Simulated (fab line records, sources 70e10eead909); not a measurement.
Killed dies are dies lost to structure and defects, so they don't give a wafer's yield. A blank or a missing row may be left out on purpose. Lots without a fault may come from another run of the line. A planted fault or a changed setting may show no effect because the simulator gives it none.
Which tool did it? | flow nand_harc | 12 lots, 36 wafers sampled, at 1 step of a route of 1159

WHAT THE GAUGES READ, wafer by wafer
NHARC_P_M1_INSPECT_11.
lot  | measured     | on                | raw_defect_count
L076 | day 6 05:58  | defect_inspect-01 | 2 2 1
L078 | day 6 19:12  | defect_inspect-01 | 2 3 4
L079 | day 7 02:22  | defect_inspect-01 | 2 1 2
L081 | day 7 22:11  | defect_inspect-01 | 4 1 5
L082 | day 8 03:14  | defect_inspect-02 | 2 1 6
L089 | day 9 05:06  | defect_inspect-01 | 3 5 0
L085 | day 9 07:01  | defect_inspect-01 | 0 4 2
L088 | day 10 02:02 | defect_inspect-02 | 6 3 5
L091 | day 10 11:50 | defect_inspect-01 | 4 2 0
L094 | day 10 21:14 | defect_inspect-01 | 1 0 1
L095 | day 11 05:47 | defect_inspect-02 | 0 6 3
L097 | day 11 11:46 | defect_inspect-02 | 6 5 7

WHICH TOOL RAN EACH LOT (tool, then ch and the chambers of the sampled wafers, then the start)
The record holds no process step before these readings.

THE ANSWER, worked out from the rows above alone
Rule: what is usual is taken from the lots themselves. Put in order of their means at a reading, lots are off if they are a third of the lots or fewer, leave a main group of 4 or more, and stand apart from it by a gap of 3 or more times the standard deviation of the main group's means; of several such gaps the widest counts. A main group whose means are all the same, to the digits that the tables above print for the reading, isn't used. A lot without any number at a reading at which 4 lots or more have one is off too. The other lots that the step has rows for count as sound.
No lot is off at any reading shown: from this, nothing can be told.

WHAT THE SIMULATOR HAD PUT IN
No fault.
